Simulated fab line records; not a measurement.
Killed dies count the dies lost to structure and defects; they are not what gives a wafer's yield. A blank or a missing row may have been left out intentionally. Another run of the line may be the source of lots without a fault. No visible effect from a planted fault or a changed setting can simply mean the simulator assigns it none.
Matching of chambers	flow nand_harc	NHARC_P_M0_DESCUM_14 on rie_diel-03 has 4 sister chambers
The step chemistry O2, time 3 s. 18 wafers are shown with their chamber, then 9 later ones without.

EACH WAFER AND ITS CHAMBER
wafer	chamber	drypump_motor_current_A (A)	showerhead_plenum_p_Torr (Torr)	throttle_valve_pct (%)
L604.3	2	6.3	1.94	11.313
L604.4	3	5.9	1.86	11.318
L604.5	2	6.2	1.94	11.300
L605.2	1	5.4	2.02	11.306
L605.3	2	6.2	1.94	11.302
L605.6	2	6.3	1.94	11.314
L606.2	2	6.3	1.94	11.306
L606.4	3	5.9	1.86	11.322
L606.5	0	5.3	1.78	11.295
L609.4	2	6.2	1.94	11.322
L609.5	0	5.3	1.78	11.304
L609.6	3	5.9	1.86	11.317
L614.1	3	5.9	1.85	11.305
L614.2	1	5.4	2.01	11.319
L614.5	2	6.2	1.94	11.302
L619.3	0	5.3	1.78	11.307
L619.5	1	5.4	2.01	11.313
L619.6	2	6.2	1.93	11.312

SIGNATURES, as means of the wafers listed above
reading	chamber 0	chamber 1	chamber 2	chamber 3	scatter within a chamber
drypump_motor_current_A	5.300	5.400	6.237	5.900	0.0366
showerhead_plenum_p_Torr	1.7800	2.0133	1.9387	1.8575	0.00405
throttle_valve_pct	11.30200	11.31267	11.30888	11.31550	0.00722
Rule: a wafer lies at a distance from a chamber equal to the root of the sum of squares, over the readings, of (its reading less the chamber's mean, divided by the reading's scatter). If the next closest chamber is less than 2 further off than the closest, the wafer can't be placed; otherwise it belongs to the closest. The scatter: take each reading less its chamber's mean, square it, sum over the shown wafers, divide by the number of wafers less the number of chambers, and take the root.

WAFERS WITH NO CHAMBER GIVEN
wafer	drypump_motor_current_A (A)	showerhead_plenum_p_Torr (Torr)	throttle_valve_pct (%)
L621.2	5.9	1.85	11.299
L621.3	5.3	1.78	11.308
L621.6	5.3	1.78	11.304
L625.3	5.3	1.78	11.314
L625.4	5.9	1.85	11.314
L625.6	5.3	1.78	11.312
L626.2	5.3	1.78	11.313
L626.3	5.9	1.85	11.302
L626.5	5.4	2.01	11.314

WHICH CHAMBER EACH WENT THROUGH
wafer	from the rows above	in truth
L621.2	3	3
L621.3	0	0
L621.6	0	0
L625.3	0	0
L625.4	3	3
L625.6	0	0
L626.2	0	0
L626.3	3	3
L626.5	1	1
Correctly placed: 9 of 9. Not placeable from these rows: 0. 0 placed wrongly.
